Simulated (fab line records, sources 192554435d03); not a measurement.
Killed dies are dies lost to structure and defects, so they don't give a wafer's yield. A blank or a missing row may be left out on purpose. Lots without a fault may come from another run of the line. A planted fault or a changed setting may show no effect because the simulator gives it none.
fab line records | flow n5_finfet
record lots=4 wafers=12 last_day=17
route steps=1938 shown BEOL_M1@835 BEOL_M2@841 BEOL_M4@1111
lots that met no fault: from a run of the same line without faults
start_h: hours from the record's first day to the start of the lot's first wafer shown | wait_h: hours since the lot's step before | " the same as in the row above | L1.1+2: a row that stands for several wafers | - no value, or no start given | * or withheld: withheld | < > ~ a bound
route shown NAME@n: a module of which the file shows steps, and the number in the route of the first | usual: mean/standard deviation of fault-free wafers | same: alike in all rows | chamber/n: place in a boat | sites: the reading at each site | _std_site: their standard deviation | _edge_site: outer sites' mean less inner sites' | radius_mm: how far each site lies from the wafer's centre | mask NAME#n: copy n | behind: the tool/chamber that last shaped the wafer | hold: why the lot was held/for how many hours/how that ended | device: the transistor (n, p or np) that didn't switch | end of line: the same wafers' tests at the end of the route | a step without rows: its recipe alone | killed: dies lost to structure and defects at the first sort, not the wafer's yield | map: a wafer's dies, x killed, . not, _ none there
set.NAME: the setting as run; set.NAME@STEP: as run at that earlier step | model.NAME: the simulator's own value behind a step, which no gauge read
lots at some steps of the route; a table a step, a row a wafer
services: from which hour (start_h, from the record's first day; less than 0 if before it) a tool's chamber was out of use, for how many hours, and why
## steps
# step N5_BEOL_M1_PRE_CLEAN_60
# recipe gas=NH3/H2 time_s=15 temp_c=* rf_power_w=300
# step N5_BEOL_M1_CO_CAP_55
# recipe material=Co target_thk_a=20 temp_c=200 precursor=CCTBA/H2 pressure_torr=30 time_s=102.1
# step N5_BEOL_M1_PRE_CLEAN_56
# recipe gas=NH3 time_s=15 temp_c=withheld rf_power_w=300
# step N5_BEOL_M1_DEP_57
# recipe material=SiCN target_thk_a=80 temp_c=withheld precursor=3MS/NH3 pressure_torr=3 rf_w=202 time_s=14
# step N5_BEOL_M2_ILD_DEP_00
# recipe material=SiOC target_thk_a=790 temp_c=350 precursor=DEMS/O2 pressure_torr=5 rf_w=500 time_s=15.3
# step N5_BEOL_M2_PECVD_72
# recipe material=SiO2 target_thk_a=160 temp_c=400 precursor=TEOS/O2 pressure_torr=5.5 rf_w=450 teos_flow_sccm=53.8 gas=O2 flow_sccm=3000 time_s=18
# step N5_BEOL_M2_HM_DEP_02
# recipe material=TiN target_thk_a=200 temp_c=25 chamber_pressure_pa=0.49996
# step N5_BEOL_M2_COAT_61
# recipe resist=SOC temp_c=250 time_s=60 spin_rpm=1500 resist_thk_nm=60
# step N5_BEOL_M2_COAT_62
# recipe resist=SiARC temp_c=220 time_s=60 spin_rpm=1500 resist_thk_nm=12
# usual spin_speed_rpm=1500.0/1.2
# columns lot.wafer tool chamber start_h wait_h spin_speed_rpm model.SiARC_of_BEOL_M2_COAT_62.thk_nm
L690.3 litho_track-03 0 177.04 - 1257.4 13
L690.4 " 0 " " 1257.4 13
L690.5 " 0 " " 1259.0 13
L691.2 litho_track-01 0 181.85 - 1499.6 12
L691.4 " 0 " " 1500.6 12
L691.5 " 0 " " 1499.7 12
L692.3 litho_track-03 0 181.91 - 1257.3 13
L692.4 " 0 " " 1259.3 13
L692.5 " 0 " " 1260.3 13
L703.1 litho_track-03 0 245.14 - 1500.2 12
L703.2 " 0 " " 1498.8 12
L703.4 " 0 " " 1500.4 12
# step N5_BEOL_M2_COAT_73
# recipe resist=underlayer temp_c=205 time_s=60 spin_rpm=1500 resist_thk_nm=5
# step N5_BEOL_M2_COAT_05
# recipe resist=CAR-EUV spin_rpm=1500 resist_thk_nm=30
# step N5_BEOL_M2_EBR_07
# recipe solvent=PGMEA ebr_width_mm=1.5
# step N5_BEOL_M2_SOFTBAKE_06
# recipe temp_c=110 time_s=60 resist=CAR-EUV
# step N5_BEOL_M2_EXPOSE_08
# recipe mask_id=M2 na=0.33 source_shape=dipole sigma_inner=0.369 sigma_outer=0.767 polarization=unpolarized dose_mj=41.25
# step N5_BEOL_M2_PEB_09
# recipe peb_temp_c=100 peb_time_s=60 resist=CAR-EUV
# step N5_BEOL_M2_DEVELOP_10
# recipe develop_time_s=30 developer=TMAH resist=CAR-EUV rinse_liquid=surfactant_rinse dry=air_spin dev_temp_c=23
# step N5_BEOL_M2_DESCUM_16
# recipe chemistry=O2 time_s=7 source_power_w=50 bias_power_w=20 pressure_mtorr=20 rf_frequency_hz=2.712e+07 temp_c=40 resist=CAR-EUV o2_flow_sccm=225
# step N5_BEOL_M2_ETCH_74
# recipe chemistry=N2/H2 target=underlayer target_depth_a=65 mask_material=CAR-EUV time_s=5.2 ion_energy_ev=200 pressure_mtorr=30 source_w=840 bias_w=150 n2_flow_sccm=200 h2_flow_sccm=200 ends=cleared
# step N5_BEOL_M2_ETCH_63
# recipe chemistry=CF4 target=SiARC target_depth_a=156 mask_material=CAR-EUV time_s=26 ion_energy_ev=80 pressure_mtorr=40 source_w=545 bias_w=36 Ar_flow_sccm=100 cf4_flow_sccm=100 ends=cleared
# usual drypump_motor_current_A=5.8/0.37 etch_rf_on_time_s=25.9/0.32 oes_product_au=0.69/0.075 rf_fwd_power_W=532.0/1.9 rf_vpp_V=184.4/1.4 showerhead_plenum_p_Torr=2.17/0.1 throttle_valve_pct=15.55/0.17
# columns lot.wafer tool chamber start_h wait_h drypump_motor_current_A etch_rf_on_time_s oes_product_au rf_fwd_power_W rf_hours_counter_h rf_vpp_V showerhead_plenum_p_Torr throttle_valve_pct model.etch.depth_nm
L690.3 rie_diel-05 1 177.64 0.0 5.4 28.1 0.65 534.0 137 182.0 1.99 15.76 13.03
L690.4 " 3 " " 6.3 27.9 0.61 533.5 238 184.3 2.20 15.84 13.03
L690.5 " 3 " " 6.3 27.8 0.60 533.7 - 184.2 2.20 15.84 13.04
L691.2 rie_diel-05 0 182.42 0.0 5.6 26.0 0.65 532.4 165 185.6 2.21 15.45 12.03
L691.4 " 3 " " 6.3 25.9 0.60 532.6 240 185.2 2.20 15.85 12.04
L691.5 " 1 " " 5.4 26.2 0.65 528.7 - 180.4 1.99 15.77 12.07
L692.3 rie_diel-04 1 182.66 0.0 6.0 28.5 0.62 535.6 212 183.6 2.03 15.53 13
L692.4 " 0 " " 6.4 27.8 0.76 532.3 45 185.2 2.27 15.36 12.99
L692.5 " 2 " " 6.1 27.9 0.73 530.1 - 184.1 2.09 15.75 13.02
L703.1 rie_diel-04 0 245.92 0.0 6.4 25.3 0.73 531.1 68 186.6 2.26 15.39 11.98
L703.2 " 3 " " 6.0 25.5 0.62 535.5 224 182.8 2.11 15.60 11.98
L703.4 " 2 " " 6.1 25.8 0.70 530.3 83 185.1 2.09 15.80 11.95
# step N5_BEOL_M2_ETCH_64
# recipe chemistry=N2/H2 target=SOC target_depth_a=750 overetch_a=225 mask_material=SiARC temp_c=40 time_s=121.9 ion_energy_ev=200 pressure_mtorr=30 source_w=840 bias_w=150 n2_flow_sccm=200 h2_flow_sccm=200
# usual drypump_motor_current_A=5.9/0.37 oes_product_au=0.61/0.064 rf_fwd_power_W=837.6/2.7 rf_vpp_V=525/3.6 showerhead_plenum_p_Torr=2.57/0.13 throttle_valve_pct=17.77/0.18
# columns lot.wafer tool chamber start_h wait_h drypump_motor_current_A oes_product_au rf_fwd_power_W rf_hours_counter_h rf_vpp_V showerhead_plenum_p_Torr throttle_valve_pct model.SiARC_of_BEOL_M2_COAT_62.thk_nm
L690.3 rie_diel-05 1 177.67 0.0 5.4 0.57 835.7 137 518 2.34 17.96 7.4
L690.4 " 3 " " 6.3 0.54 835.3 238 524 2.62 18.07 7.4
L690.5 " 3 " " 6.3 0.53 837.8 - 526 2.62 18.12 7.4
L691.2 rie_diel-05 0 182.45 0.0 5.6 0.58 837.2 165 525 2.64 17.63 6.2
L691.4 " 3 " " 6.3 0.53 842.1 240 527 2.62 18.09 6.2
L691.5 " 1 " " 5.4 0.58 837.2 - 518 2.34 18.00 6.2
L692.3 rie_diel-04 1 182.69 0.0 6.1 0.55 834.5 212 521 2.41 17.66 7.4
L692.4 " 0 " " 6.4 0.67 839.8 45 529 2.69 17.54 7.2
L692.5 " 2 " " 6.1 0.65 839.8 - 523 2.48 17.95 7.4
L703.1 rie_diel-04 0 245.95 0.0 6.4 0.65 836.6 68 528 2.68 17.60 6.2
L703.2 " 3 " " 6.0 0.54 836.5 224 525 2.51 17.82 6.2
L703.4 " 2 " " 6.1 0.63 839.0 83 521 2.47 18.00 6.2
# step N5_BEOL_M2_STRIP_65
# recipe chemistry=N2/H2 temp_c=40 n2_flow_sccm=200 h2_flow_sccm=200 rf_frequency_hz=6e+07
# step N5_BEOL_M4_RC_MEAS_101
# usual DIBL_N=35.9/1.3 DIBL_P=35.9/1.5 IOFF_N=0.152/0.023 IOFF_P=0.204/0.027 ION_N=673/9.2 ION_P=462/6.7 SS_N=71.4/0.48 SS_P=73.2/0.55 VT_N=250.3/2.6 VT_P=-250.6/3
# columns lot.wafer tool chamber start_h wait_h DIBL_N[mV/V] DIBL_P[mV/V] IOFF_N[nA/um] IOFF_P[nA/um] ION_N[uA/um] ION_P[uA/um] SS_N[mV/dec] SS_P[mV/dec] VT_N[mV] VT_P[mV]
L690.3 prober-02 0 231.18 0.3 35.4 34.6 0.131 0.205 656 458 71.9 73.1 250.6 -250.5
L690.4 " 0 " " 37.0 36.0 0.162 0.232 660 457 71.7 73.6 250.2 -247.1
L690.5 " 0 " " 37.2 36.7 0.159 0.238 677 466 71.5 73.3 252.4 -249.9
L692.3 prober-01 0 238.70 0.3 36.8 36.9 0.177 0.224 676 468 72.1 73.9 248.5 -247.6
L692.4 " 0 " " 35.1 33.2 0.135 0.168 677 460 71.1 72.8 251.2 -252.3
L692.5 " 0 " " 35.4 35.3 0.148 0.201 682 468 71.0 73.1 249.0 -251.6
L691.2 prober-02 0 240.23 0.3 35.5 36.1 0.136 0.191 672 461 71.6 72.7 254.0 -252.5
L691.4 " 0 " " 36.8 37.5 0.160 0.215 691 467 70.9 73.4 249.5 -248.3
L691.5 " 0 " " 36.0 36.2 0.141 0.192 668 461 70.9 73.9 252.9 -250.6
L703.1 prober-01 0 305.26 0.0 35.4 35.3 0.154 0.214 675 465 71.7 73.1 248.0 -249.2
L703.2 " 0 " " 36.3 36.9 0.172 0.224 682 472 72.2 73.2 248.7 -248.2
L703.4 " 0 " " 35.1 35.6 0.152 0.211 676 466 71.2 73.2 249.4 -248.7
## services
# columns tool chamber start_h hours kind
litho_track-01 - 182.59 - consumable_replace:filter
rie_diel-05 3 226.36 1.8 repair
rie_diel-05 3 228.48 - clean
rie_diel-05 3 228.48 - consumable_replace:focus_ring
rie_diel-05 3 228.48 13.1 scheduled_down
rie_diel-05 3 228.48 13.1 vent_cycle
## key
first_sign step=N5_BEOL_M2_COAT_62 reading=spin_speed_rpm direction=down sigmas=99+ usual=* struck=*
effect step=N5_BEOL_M2_ETCH_63 reading=etch_rf_on_time_s direction=up sigmas=6.4 usual=* struck=*
model_effect step=N5_BEOL_M2_COAT_62 value=SiARC_of_BEOL_M2_COAT_62.thk_nm without=11.97 struck=13
model_effect step=N5_BEOL_M2_ETCH_63 value=etch.depth_nm without=11.92 struck=13.02
model_effect step=N5_BEOL_M2_ETCH_64 value=SiARC_of_BEOL_M2_COAT_62.thk_nm without=6.233 struck=7.367
met_at N5_BEOL_M2_COAT_62
struck_wafers L690.3,L690.4,L690.5,L692.3,L692.4,L692.5
fault kind=process_parameter_drift tool=litho_track-03 chamber=- onset_h=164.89 steps=N5_BEOL_M2_COAT_62 channel=spin_rpm offset=* shape=step end_h=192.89 acts_in=* stated=*
